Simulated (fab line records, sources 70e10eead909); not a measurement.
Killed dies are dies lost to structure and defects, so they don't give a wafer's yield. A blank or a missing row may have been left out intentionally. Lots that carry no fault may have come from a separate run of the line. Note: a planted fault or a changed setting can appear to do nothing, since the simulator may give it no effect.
Matching of chambers / flow nandHarc / 4 sister chambers for NHARC_A_BLC_ALD_23 on aldMetal-04
The step deposits TiN, target thk 3 nm, pulse time 1 s, ald cycles 150. 14 wafers are shown with their chamber, then 7 later ones without.

## WAFERS, EACH WITH ITS CHAMBER
wafer=L075.3; chamber=1; heaterPowerW (W)=1140; precursorPulseHeightRel=1.004; susceptorTempC (C)=450.02
wafer=L075.4; chamber=0; heaterPowerW (W)=911; precursorPulseHeightRel=1.010; susceptorTempC (C)=449.75
wafer=L075.6; chamber=2; heaterPowerW (W)=1237; precursorPulseHeightRel=0.982; susceptorTempC (C)=450.01
wafer=L081.1; chamber=1; heaterPowerW (W)=1144; precursorPulseHeightRel=1.018; susceptorTempC (C)=449.86
wafer=L081.3; chamber=2; heaterPowerW (W)=1236; precursorPulseHeightRel=0.997; susceptorTempC (C)=449.68
wafer=L081.5; chamber=1; heaterPowerW (W)=1145; precursorPulseHeightRel=1.053; susceptorTempC (C)=449.85
wafer=L085.2; chamber=0; heaterPowerW (W)=967; precursorPulseHeightRel=1.014; susceptorTempC (C)=449.79
wafer=L085.5; chamber=3; heaterPowerW (W)=1017; precursorPulseHeightRel=0.979; susceptorTempC (C)=450.05
wafer=L085.6; chamber=2; heaterPowerW (W)=1226; precursorPulseHeightRel=1.012; susceptorTempC (C)=449.85
wafer=L090.3; chamber=1; heaterPowerW (W)=1126; precursorPulseHeightRel=0.970; susceptorTempC (C)=449.80
wafer=L090.4; chamber=0; heaterPowerW (W)=966; precursorPulseHeightRel=1.001; susceptorTempC (C)=450.00
wafer=L090.6; chamber=2; heaterPowerW (W)=1267; precursorPulseHeightRel=0.996; susceptorTempC (C)=449.79
wafer=L092.1; chamber=1; heaterPowerW (W)=1122; precursorPulseHeightRel=0.988; susceptorTempC (C)=449.56
wafer=L092.3; chamber=3; heaterPowerW (W)=943; precursorPulseHeightRel=0.998; susceptorTempC (C)=449.88

SIGNATURES, as means of the wafers listed above
reading=heaterPowerW; chamber 0=948.00; chamber 1=1135.40; chamber 2=1241.50; chamber 3=980.00; scatter within a chamber=24.9
reading=precursorPulseHeightRel; chamber 0=1.00833; chamber 1=1.00660; chamber 2=0.99675; chamber 3=0.98850; scatter within a chamber=0.0217
reading=susceptorTempC; chamber 0=449.8467; chamber 1=449.8180; chamber 2=449.8325; chamber 3=449.9650; scatter within a chamber=0.148
Rule: a wafer lies at a distance from a chamber equal to the root of the sum of squares, over the readings, of (its reading less the chamber's mean, divided by the reading's scatter). If the next closest chamber is less than 2 further off than the closest, the wafer can't be placed; otherwise it belongs to the closest. How the scatter is found: for the shown wafers, subtract from each reading the mean of its chamber, square and add these, divide the total by (wafers less chambers), then take the root.

## WAFERS WHOSE CHAMBER IS MISSING
wafer=L092.5; heaterPowerW (W)=976; precursorPulseHeightRel=0.989; susceptorTempC (C)=450.07
wafer=L093.4; heaterPowerW (W)=950; precursorPulseHeightRel=0.976; susceptorTempC (C)=449.87
wafer=L093.5; heaterPowerW (W)=1255; precursorPulseHeightRel=1.010; susceptorTempC (C)=449.96
wafer=L093.6; heaterPowerW (W)=1108; precursorPulseHeightRel=1.029; susceptorTempC (C)=450.67
wafer=L095.1; heaterPowerW (W)=1127; precursorPulseHeightRel=0.962; susceptorTempC (C)=450.20
wafer=L095.4; heaterPowerW (W)=938; precursorPulseHeightRel=0.974; susceptorTempC (C)=450.09
wafer=L095.6; heaterPowerW (W)=1105; precursorPulseHeightRel=0.984; susceptorTempC (C)=450.13

## WHICH CHAMBER EACH WENT THROUGH
wafer=L092.5; from the rows above=can't be placed: 3 or 0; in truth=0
wafer=L093.4; from the rows above=can't be placed: 3 or 0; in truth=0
wafer=L093.5; from the rows above=2; in truth=2
wafer=L093.6; from the rows above=can't be placed: 1 or 3 or 2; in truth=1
wafer=L095.1; from the rows above=1; in truth=1
wafer=L095.4; from the rows above=can't be placed: 3 or 0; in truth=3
wafer=L095.6; from the rows above=1; in truth=1
Correct placement for 3 of the 7. Can't be placed from these rows: 4 (the true chamber is among the candidates in 4). Placed wrongly: 0.
